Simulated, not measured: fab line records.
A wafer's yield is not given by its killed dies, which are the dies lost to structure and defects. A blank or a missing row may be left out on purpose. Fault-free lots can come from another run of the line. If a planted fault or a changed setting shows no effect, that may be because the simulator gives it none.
fab line records	flow nandHarc
record: lots: 11	wafers: 33	lastDay: 24
route steps=1159 shown A_CONTACT@865 END@1159
lots with no fault: from the same line, run without faults
startH: start of the lot's first displayed wafer, in hours after the record's first day	waitH: hours elapsed since this lot's preceding step	" as in the row above	L1.1+2: a single row standing in for several wafers	- value missing, or start not given	* or withheld: withheld	< > ~ a bound
route shown NAME@n: names a module that has steps shown in the file, with the first one's number in the route	usual: the fault-free wafers' mean and standard deviation	same: alike in all rows	chamber/n: place in a boat	sites: each site's reading	_std_site: the standard deviation of these	_edge_site: mean of outer sites minus mean of inner sites	radiusMm: how far each site lies from the wafer's centre	mask NAME#n: copy n	behind: the most recent tool/chamber to have shaped the wafer	hold: the reason the lot was held/the length of the hold in hours/how it ended	device: transistor that didn't switch, given as n, p or np	end of line: tests of these same wafers at the route's end	a step without rows: its recipe alone	killed: the dies lost at the first sort to structure and to defects; this is not the yield of the wafer	map: shows each die of a wafer: x if killed, . if not, _ if none is there
set.NAME: the setting the step ran with; set.NAME@STEP: the setting that earlier step ran with	model.NAME: the simulator's own value behind a step, which no gauge read
route steps across a sampled set of lots; one table per step, one row per wafer
services: a tool's chamber out of use, with start hour (startH, from the record's first day; less than 0 if before it), hours out, and reason
== steps ==
step: NHARC_A_CONTACT_ETCH_114
recipe: sourceW: withheld	pressureMtorr: 20	biasV: 3000	timeS: 94	targetDepthA: 9220	arFlowSccm: withheld	c4f8FlowSccm: withheld	o2FlowSccm: withheld	chemistry: C4F8/O2/Ar
usual: chamberPressureMTorr: 20.002/0.018	oesAirLineAu: 1.005/0.02
same: timeS: 94
lot.wafer	tool	chamber	startH	waitH	chamberPressureMTorr	oesAirLineAu	rfHoursCounterH
L492.2	harCapEtch-03	0	377.05	0.1	19.994	1.004	80
L492.3	"	1	"	"	20.039	0.980	-
L492.5	"	0	"	"	20.014	1.007	-
L495.2	harCapEtch-03	0	396.32	0.1	19.993	1.010	84
L495.4	"	1	"	"	19.987	0.968	-
L495.5	"	0	"	"	20.004	1.006	-
L497.2	harCapEtch-02	1	399.91	0.1	19.991	1.018	13
L497.1	"	0	"	"	19.978	1.043	13
L497.4	"	1	"	"	20.017	1.020	-
L496.2	harCapEtch-03	0	402.10	0.1	19.992	1.054	85
L496.5	"	0	"	"	19.990	1.014	-
L496.6	"	1	"	"	20.010	1.023	-
L499.1	harCapEtch-03	1	424.42	0.1	19.968	1.002	89
L499.4	"	1	"	"	19.973	1.001	-
L499.5	"	1	"	"	19.991	1.005	-
L500.1	harCapEtch-01	0	427.84	0.1	19.994	0.983	66
L500.6	"	0	"	"	19.985	0.979	-
L500.5	"	1	"	"	19.992	0.976	-
L504.3	harCapEtch-03	0	432.49	0.1	19.996	1.018	-
L504.6	"	1	"	"	20.010	1.019	-
L504.5	"	0	"	"	20.014	0.977	-
L501.4	harCapEtch-01	1	433.25	0.1	19.989	0.986	-
L501.6	"	1	"	"	20.004	0.977	-
L501.5	"	0	"	"	19.994	0.997	-
L509.2	harCapEtch-03	0	468.55	0.1	19.977	0.999	95
L509.1	"	1	"	"	19.996	1.024	95
L509.4	"	0	"	"	20.003	1.016	-
L511.2	harCapEtch-01	0	495.03	0.1	19.998	0.957	79
L511.4	"	0	"	"	20.001	0.984	-
L511.3	"	1	"	"	20.001	0.983	-
L513.1	harCapEtch-01	0	503.63	0.1	20.043	1.000	80
L513.5	"	0	"	"	20.013	1.001	-
L513.6	"	1	"	"	19.967	1.009	-
step: NHARC_A_CONTACT_ETCH_115
recipe: sourceW: withheld	pressureMtorr: 20	biasV: 3000	timeS: 94	targetDepthA: 9220	arFlowSccm: withheld	c4f8FlowSccm: withheld	o2FlowSccm: withheld	chemistry: C4F8/O2/Ar
usual: chamberPressureMTorr: 20.002/0.019	oesAirLineAu: 0.998/0.019
same: timeS: 94
lot.wafer	tool	chamber	startH	waitH	chamberPressureMTorr	oesAirLineAu	rfHoursCounterH
L492.2	harCapEtch-03	0	377.14	0.1	20.003	1.001	80
L492.3	"	1	"	"	20.013	1.030	-
L492.5	"	0	"	"	19.996	0.996	-
L495.2	harCapEtch-03	0	396.41	0.1	19.986	0.999	84
L495.4	"	1	"	"	20.015	1.013	-
L495.5	"	0	"	"	20.013	0.988	-
L497.2	harCapEtch-02	1	400.00	0.1	20.021	0.990	13
L497.1	"	0	"	"	19.995	0.986	13
L497.4	"	1	"	"	20.025	0.948	-
L496.2	harCapEtch-03	0	402.19	0.1	20.045	0.985	85
L496.5	"	0	"	"	19.987	1.023	-
L496.6	"	1	"	"	20.009	1.002	-
L499.1	harCapEtch-03	1	424.51	0.1	20.005	0.994	89
L499.4	"	1	"	"	20.021	0.971	-
L499.5	"	1	"	"	19.986	0.975	-
L500.1	harCapEtch-01	0	427.93	0.1	19.990	1.000	66
L500.6	"	0	"	"	20.021	1.002	-
L500.5	"	1	"	"	20.003	0.994	-
L504.3	harCapEtch-03	0	432.58	0.1	19.967	1.008	-
L504.6	"	1	"	"	19.973	0.993	-
L504.5	"	0	"	"	19.974	1.008	-
L501.4	harCapEtch-01	1	433.34	0.1	19.988	1.004	-
L501.6	"	1	"	"	20.012	1.010	-
L501.5	"	0	"	"	20.033	0.996	-
L509.2	harCapEtch-03	0	468.64	0.1	19.987	0.983	95
L509.1	"	1	"	"	20.011	1.009	95
L509.4	"	0	"	"	19.995	0.969	-
L511.2	harCapEtch-01	0	495.12	0.1	19.999	1.017	79
L511.4	"	0	"	"	20.066	0.989	-
L511.3	"	1	"	"	19.995	0.985	-
L513.1	harCapEtch-01	0	503.72	0.1	19.989	0.981	80
L513.5	"	0	"	"	19.997	1.006	-
L513.6	"	1	"	"	20.005	1.014	-
step: NHARC_A_CONTACT_ETCH_90
recipe: targetDepthA: 400	overEtchFrac: 0.5	timeS: 85.7	ionEnergyEv: 120	ch3fFlowSccm: 50	o2FlowSccm: 30	arFlowSccm: 200	rfW: 500	biasW: 100	chemistry: CH3F/O2
usual: biasW: 100.0/0.31	ch3fFlowSccm: 49.99/0.16	drypumpMotorCurrentA: 5.5/0.55	oesProductAu: 0.95/0.035	rfVppV: 244.2/1.4	showerheadPlenumPTorr: 2.44/0.077	throttleValvePct: 20.664/0.0085
same: timeS: 85.7
lot.wafer	tool	chamber	startH	waitH	biasW	ch3fFlowSccm	drypumpMotorCurrentA	oesProductAu	rfHoursCounterH	rfVppV	showerheadPlenumPTorr	throttleValvePct
L492.3	rieDiel-11	3	378.57	0.5	100.4	49.93	5.4	1.00	1	241.8	2.36	20.668
L492.2	"	0	"	"	99.4	49.86	6.1	0.98	1	242.8	2.40	20.676
L492.5	"	2	"	"	100.3	50.05	5.6	1.00	-	244.2	2.31	20.671
L495.4	rieDiel-02	1	397.72	0.4	99.7	50.14	5.3	0.92	13	243.2	2.42	20.668
L495.2	"	3	"	"	99.2	49.90	5.7	0.92	12	243.0	2.37	20.667
L495.5	"	2	"	"	99.6	50.15	5.3	0.94	-	245.0	2.42	20.667
L497.1	rieDiel-02	0	401.47	0.6	100.6	49.71	4.7	0.94	15	245.6	2.52	20.673
L497.2	"	1	"	"	100.0	49.96	5.3	0.92	15	243.1	2.42	20.664
L497.4	"	3	"	"	99.9	50.15	5.7	0.92	14	241.7	2.37	20.643
L496.2	rieDiel-02	1	403.56	0.6	100.0	50.03	5.4	0.91	15	245.7	2.42	20.660
L496.6	"	2	"	"	100.3	50.18	5.3	0.94	-	243.4	2.42	20.660
L496.5	"	3	"	"	99.9	50.18	5.7	0.92	-	243.1	2.37	20.663
L499.1	rieDiel-02	2	425.83	0.5	100.8	50.21	5.4	0.94	19	245.2	2.42	20.683
L499.4	"	1	"	"	99.7	49.69	5.4	0.94	19	242.5	2.42	20.654
L499.5	"	3	"	"	100.7	49.75	5.7	0.94	-	243.3	2.37	20.658
L500.1	rieDiel-11	1	429.26	0.5	99.8	49.88	6.4	1.00	20	244.8	2.51	20.670
L500.5	"	1	"	"	99.8	49.73	6.4	1.00	-	246.6	2.51	20.660
L500.6	"	2	"	"	99.6	50.11	5.6	1.00	-	242.7	2.30	20.650
L504.3	rieDiel-02	3	433.90	0.4	100.3	50.08	5.7	0.91	21	243.0	2.37	20.670
L504.6	"	3	"	"	100.7	50.32	5.7	0.92	-	243.0	2.37	20.664
L504.5	"	0	"	"	100.2	49.85	4.7	0.92	-	244.7	2.52	20.678
L501.4	rieDiel-02	2	434.70	0.5	100.0	50.00	5.3	1.02	-	245.0	2.42	20.658
L501.5	"	3	"	"	100.6	50.14	5.7	0.99	-	242.6	2.37	20.653
L501.6	"	0	"	"	100.0	49.97	4.7	1.00	-	245.0	2.52	20.667
L509.4	rieDiel-11	3	470.07	0.5	99.7	49.90	5.3	0.93	40	241.9	2.34	20.646
L509.1	"	0	"	"	99.7	50.25	6.1	0.91	38	243.9	2.39	20.650
L509.2	"	1	"	"	100.1	49.93	6.4	0.92	37	243.7	2.50	20.673
L511.3	rieDiel-11	3	496.45	0.4	100.2	50.07	5.4	1.00	50	242.1	2.34	20.677
L511.4	"	0	"	"	100.1	50.09	6.1	0.99	48	243.7	2.39	20.663
L511.2	"	2	"	"	100.4	50.11	5.6	1.00	46	243.6	2.29	20.659
L513.1	rieDiel-02	0	505.06	0.6	99.2	49.97	4.7	0.93	32	244.8	2.52	20.667
L513.6	"	3	"	"	99.9	50.11	5.7	0.92	-	245.0	2.37	20.666
L513.5	"	0	"	"	99.6	50.20	4.7	0.93	-	243.7	2.52	20.648
step: NHARC_A_CONTACT_ETCH_96
recipe: targetDepthA: 200	overEtchFrac: 0.5	timeS: 10	ionEnergyEv: 250	c4f6FlowSccm: 25	o2FlowSccm: 20	arFlowSccm: 500	rfW: 600	biasW: 500	chemistry: C4F6/O2
usual: biasW: 500.2/1.5	c4f6FlowSccm: 25.00/0.082	drypumpMotorCurrentA: 5.6/0.54	oesProductAu: 0.967/0.023	rfVppV: 546.5/2.6	showerheadPlenumPTorr: 3.90/0.11	throttleValvePct: 26.903/0.0091	timeS: 10/0
lot.wafer	tool	chamber	startH	waitH	biasW	c4f6FlowSccm	drypumpMotorCurrentA	oesProductAu	rfHoursCounterH	rfVppV	showerheadPlenumPTorr	throttleValvePct	timeS
L492.3	rieDiel-11	3	378.69	-	499.9	24.89	5.4	0.990	1	543.5	3.77	26.897	10
L492.2	"	0	"	"	498.3	25.07	6.1	0.983	1	544.2	3.84	26.906	10
L492.5	"	1	"	"	498.1	24.95	6.4	0.988	-	550.3	4.01	26.896	10
L495.4	rieDiel-02	1	397.85	-	499.9	24.93	5.3	0.952	13	545.4	3.87	26.902	10
L495.2	"	2	"	"	499.0	24.87	5.4	0.965	13	545.8	3.87	26.891	10
L495.5	"	2	"	"	501.5	24.86	5.4	0.977	-	545.5	3.87	26.910	10
L497.4	rieDiel-02	1	401.66	-	502.1	25.15	5.3	0.969	15	546.1	3.86	26.888	10
L497.1	"	3	"	"	498.8	25.03	5.7	0.948	14	544.3	3.79	26.912	10
L497.2	"	0	"	"	498.2	24.90	4.7	0.972	15	550.4	4.02	26.898	10
L496.2	rieDiel-02	3	403.66	-	501.6	24.88	5.7	0.943	14	542.3	3.79	26.886	10
L496.6	"	2	"	"	501.6	24.99	5.4	0.955	-	545.6	3.87	26.889	10
L496.5	"	3	"	"	500.6	24.98	5.7	0.948	-	544.0	3.79	26.894	10
L499.1	rieDiel-02	2	425.96	-	-	-	-	-	-	-	-	-	-
L499.4	"	1	"	"	-	-	-	-	-	-	-	-	-
L499.5	"	3	"	"	-	-	-	-	-	-	-	-	-
L500.1	rieDiel-11	3	429.45	-	-	-	-	-	-	-	-	-	-
L500.6	"	0	"	"	-	-	-	-	-	-	-	-	-
L500.5	"	1	"	"	-	-	-	-	-	-	-	-	-
L504.3	rieDiel-02	2	434.05	0.1	-	-	-	-	-	-	-	-	-
L504.6	"	2	"	"	-	-	-	-	-	-	-	-	-
L504.5	"	3	"	"	-	-	-	-	-	-	-	-	-
L501.4	rieDiel-02	2	434.82	0.1	499.7	24.98	5.4	1.008	-	546.4	3.86	26.902	10
L501.5	"	3	"	"	499.6	25.06	5.7	0.987	-	543.9	3.79	26.913	10
L501.6	"	0	"	"	502.1	24.85	4.7	0.996	-	550.1	4.02	26.911	10
L509.2	rieDiel-11	0	470.29	-	500.5	24.99	6.1	0.958	38	544.3	3.82	26.885	10
L509.1	"	2	"	"	501.3	25.02	5.6	0.970	40	541.8	3.67	26.897	10
L509.4	"	3	"	"	500.5	24.96	5.4	0.972	40	544.5	3.75	26.908	10
L511.4	rieDiel-11	2	496.59	-	500.1	24.97	5.7	1.004	46	541.1	3.67	26.900	10
L511.3	"	3	"	"	496.5	24.94	5.4	0.997	50	542.3	3.74	26.916	10
L511.2	"	0	"	"	502.6	25.02	6.2	0.991	48	544.6	3.81	26.910	10
L513.1	rieDiel-02	1	505.19	-	500.6	24.93	5.3	0.942	28	546.1	3.86	26.913	10
L513.5	"	1	"	"	500.6	25.11	5.3	0.940	-	545.5	3.86	26.900	10
L513.6	"	2	"	"	502.8	24.89	5.4	0.940	-	547.0	3.86	26.900	10
step: NHARC_END_SORT_01
recipe: tempC: 25
usual: killedAtArray: 26/10	killedAtOther: 0.5/0.87	killedAtPeriphery: 3.0/2.5	killedDies: 29/11	killedOpen: 3.3/1.9	killedShort: 1.8/1.5
same: grossDies: 677
lot.wafer	tool	chamber	startH	waitH	killedAtArray	killedAtOther	killedAtPeriphery	killedDies	killedOpen	killedShort
L500.1	prober-01	0	491.30	2.5	674	0	3	677	2	2
L500.5	prober-01	0	494.47	3.7	670	5	2	677	5	2
L500.6	prober-01	0	495.27	4.0	672	0	5	677	3	3
L499.1	prober-02	0	491.31	2.5	675	0	2	677	1	6
L499.4	prober-02	0	493.73	3.4	677	0	0	677	4	2
L499.5	prober-02	0	494.53	3.7	675	0	2	677	3	1
L504.3	prober-01	0	500.70	3.1	673	0	4	677	4	0
L504.5	prober-01	0	502.31	3.7	673	0	4	677	8	3
L504.6	prober-01	0	503.12	4.0	674	1	2	677	3	0
L511.2	prober-02	0	558.67	2.8	9	0	2	11	3	1
L511.3	prober-02	0	559.46	3.1	14	0	3	17	0	5
L511.4	prober-02	0	560.26	3.4	11	0	2	13	3	0
killed by level:class
L500.1 A_CONTACT:areaEtch=652 A_SLIT:chamberFilmFlake=14 A_CHANNEL_HOLE_D1:chamberFilmFlake=3 A_BLC:geometricParticle:short=2 P_CONTACT:geometricParticle:open=1 P_M1:geometricParticle:open=1 P_GATE:chamberFilmFlake=1 A_STAIRCASE:chamberFilmFlake=1
L499.1 A_CONTACT:areaEtch=652 A_CHANNEL_HOLE_D1:chamberFilmFlake=13 A_CONTACT:chamberFilmFlake=3 A_CHANNEL_FILL_D1:geometricParticle:short=2 P_STI:geometricParticle:short=1 P_CONTACT:geometricParticle:short=1 A_WL_FILL:geometricParticle:short=1 A_CONTACT:geometricParticle:open=1
L499.4 A_CONTACT:areaEtch=650 A_CHANNEL_HOLE_D1:chamberFilmFlake=17 A_M0:geometricParticle:open=2 A_CONTACT:chamberFilmFlake=2 A_CHANNEL_FILL_D1:geometricParticle:open=1 A_WL_FILL:geometricParticle:short=1 A_CONTACT:geometricParticle:open=1 A_CONTACT:geometricParticle:short=1
L500.5 A_CONTACT:areaEtch=649 A_SLIT:chamberFilmFlake=9 A_CHANNEL_HOLE_D1:chamberFilmFlake=3 A_STAIRCASE:chamberFilmFlake=3 THIN_TSV:chamberFilmFlake=3 STARTING-WAFER:geometricParticle:open=2 P_CONTACT:geometricParticle:short=1 A_CHANNEL_FILL_D1:geometricParticle:open=1
L499.5 A_CONTACT:areaEtch=656 A_CHANNEL_HOLE_D1:chamberFilmFlake=14 A_WL_FILL:geometricParticle:open=2 P_M0:geometricParticle:open=1 A_SGD_CUT:geometricParticle:short=1 P_STI:chamberFilmFlake=1 A_CONTACT:chamberFilmFlake=1 A_BONDPAD:chamberFilmFlake=1
L500.6 A_CONTACT:areaEtch=643 A_SLIT:chamberFilmFlake=14 A_CHANNEL_HOLE_D1:chamberFilmFlake=7 A_WL_FILL:chamberFilmFlake=4 P_STI:chamberFilmFlake=2 P_GATE:geometricParticle:short=1 P_M0:geometricParticle:short=1 P_M0:geometricParticle:open=1
L504.3 A_CONTACT:areaEtch=658 A_CONTACT:chamberFilmFlake=6 A_CHANNEL_HOLE_D1:chamberFilmFlake=3 A_CONTACT:geometricParticle:open=2 P_ZERO_WELL:chamberFilmFlake=2 A_STAIRCASE:chamberFilmFlake=2 P_M0:geometricParticle:open=1 A_WL_FILL:geometricParticle:open=1
L504.5 A_CONTACT:areaEtch=660 A_CONTACT:chamberFilmFlake=3 A_SGD_CUT:geometricParticle:open=2 A_CONTACT:geometricParticle:open=2 P_M0:geometricParticle:open=1 P_M1:geometricParticle:short=1 A_ONON_D1:geometricParticle:open=1 A_CHANNEL_FILL_D1:geometricParticle:short=1
L504.6 A_CONTACT:areaEtch=669 A_CONTACT:chamberFilmFlake=2 P_CONTACT:geometricParticle:open=1 A_CONTACT:geometricParticle:open=1 A_BLC:geometricParticle:open=1 P_STI:chamberFilmFlake=1 A_CHANNEL_HOLE_D1:chamberFilmFlake=1 THIN_TSV:chamberFilmFlake=1
L511.2 A_STAIRCASE:chamberFilmFlake=4 P_CONTACT:geometricParticle:open=1 A_SOURCE_PLATE:geometricParticle:open=1 A_ONON_D1:geometricParticle:short=1 A_M0:geometricParticle:open=1 P_GATE:chamberFilmFlake=1 A_CHANNEL_HOLE_D1:chamberFilmFlake=1 A_CONTACT:chamberFilmFlake=1
L511.3 A_CHANNEL_HOLE_D1:chamberFilmFlake=3 A_STAIRCASE:chamberFilmFlake=3 A_CONTACT:chamberFilmFlake=3 A_ONON_D1:geometricParticle:short=2 A_CHANNEL_FILL_D1:geometricParticle:short=2 P_GATE:chamberFilmFlake=2 A_M0:geometricParticle:short=1 P_M0:chamberFilmFlake=1
L511.4 A_CHANNEL_HOLE_D1:chamberFilmFlake=5 A_STAIRCASE:chamberFilmFlake=3 P_GATE:geometricParticle:open=1 A_CHANNEL_FILL_D1:geometricParticle:open=1 A_CONTACT:geometricParticle:open=1 P_GATE:chamberFilmFlake=1 A_CONTACT:chamberFilmFlake=1
== services ==
tool	chamber	startH	hours	kind
rieDiel-11	-	355.38	0.4	repair
rieDiel-11	1	361.75	2.5	repair
rieDiel-02	0	362.68	-	clean
rieDiel-02	1	362.68	-	clean
rieDiel-02	2	362.68	-	clean
rieDiel-02	3	362.68	-	clean
rieDiel-11	-	366.50	9.0	pm
rieDiel-02	0	387.20	-	clean
rieDiel-02	1	387.20	-	clean
rieDiel-02	2	387.20	-	clean
rieDiel-02	3	387.20	-	clean
rieDiel-02	-	406.24	0.3	repair
harCapEtch-03	-	407.80	0.5	repair
rieDiel-02	0	411.70	-	clean
rieDiel-02	1	411.70	-	clean
rieDiel-02	2	411.70	-	clean
rieDiel-02	3	411.70	-	clean
rieDiel-02	1	428.88	15.5	repair
rieDiel-02	0	436.20	-	clean
rieDiel-02	2	436.20	-	clean
rieDiel-02	3	436.20	-	clean
rieDiel-02	0	460.70	-	clean
rieDiel-11	2	473.71	9.0	repair
rieDiel-11	3	504.03	5.2	repair
== key ==
firstSign: step: NHARC_A_CONTACT_ETCH_96	reading: toolRecord	direction: missing
effect: step: NHARC_END_SORT_01	reading: killedAtArray	direction: up	sigmas: 65	usual: 26	struck: 674
moreKillsBornAt: NHARC_A_CONTACT_ETCH_96@rieDiel-02: 3943	NHARC_A_CONTACT_ETCH_96@rieDiel-11: 1944
metAt NHARC_A_CONTACT_ETCH_96
struckLots L499,L500,L504
laterRowsLeftOut L499.1,L499.4,L499.5,L500.1,L500.5,L500.6,L504.3,L504.5,L504.6
testerLeftOut L499,L500,L504
notActingAt NHARC_A_CONTACT_ETCH_114,NHARC_A_CONTACT_ETCH_115,NHARC_A_CONTACT_ETCH_90
onsetBetween 403.66 425.96
fault: kind: skippedStepWhole	tool: rieDiel-02,rieDiel-11	chamber: -	onsetH: 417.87	steps: NHARC_A_CONTACT_ETCH_96	scope: struckLotsOnly
testerLeftOut: of these lots the tester's yield and bins aren't shown, on N5 and GAA mostly nor the transistor test; their killed dies are dies lost to structure and defects alone, not to doping, threshold or leakage, so they don't give the yield
laterRowsLeftOut: the simulator's readings of these wafers behind a module that went badly wrong aren't trusted and aren't shown, but for the sort
